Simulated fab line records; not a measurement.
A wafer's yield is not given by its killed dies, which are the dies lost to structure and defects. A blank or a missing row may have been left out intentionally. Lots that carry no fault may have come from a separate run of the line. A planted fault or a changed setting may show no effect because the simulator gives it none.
Chamber matching ; flow nand_harc ; NHARC_A_CHANNEL_HOLE_D1_ETCH_44 on rie_diel-11 has 4 sister chambers
The step etches the open film in CF4/O2, target depth 140 nm, overetch 14 nm, time 77 s. 4 wafers are shown with their chamber, then 7 later ones without.

## WAFERS WITH THEIR CHAMBER
wafer;chamber;drypump_motor_current_A (A)
L176.3;1;5.5
L188.2;0;5.4
L188.3;3;6.4
L190.5;2;4.8

## WAFERS WHOSE CHAMBER IS MISSING
wafer;drypump_motor_current_A (A)
L190.6;5.5
L191.2;6.4
L191.4;4.8
L191.5;5.5
L193.2;5.3
L193.4;5.5
L193.6;5.3

## THE CHAMBER EACH PASSED THROUGH
wafer;from the rows above;in truth
L190.6;can't be placed: 1 or 0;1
L191.2;3;3
L191.4;2;2
L191.5;can't be placed: 1 or 0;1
L193.2;can't be placed: 0 or 1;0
L193.4;can't be placed: 1 or 0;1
L193.6;can't be placed: 0 or 1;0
Placed correctly: 2 of 7. From these rows, 5 cannot be placed; in 5 the true chamber is one of the candidates. 0 placed wrongly.
How it was worked out, from the rows above alone: a wafer's distance from a chamber is the root of the sum, over the readings, of the square of ((its reading less the chamber's mean) divided by the reading's scatter). The wafer belongs to the nearest chamber; if the next one is less than 2 further off, it can't be placed. Each chamber's mean is taken over the wafers shown for it. The scatter: with one shown wafer a chamber, the root of the mean of the squares of how far each hidden wafer lies from its nearest shown one.
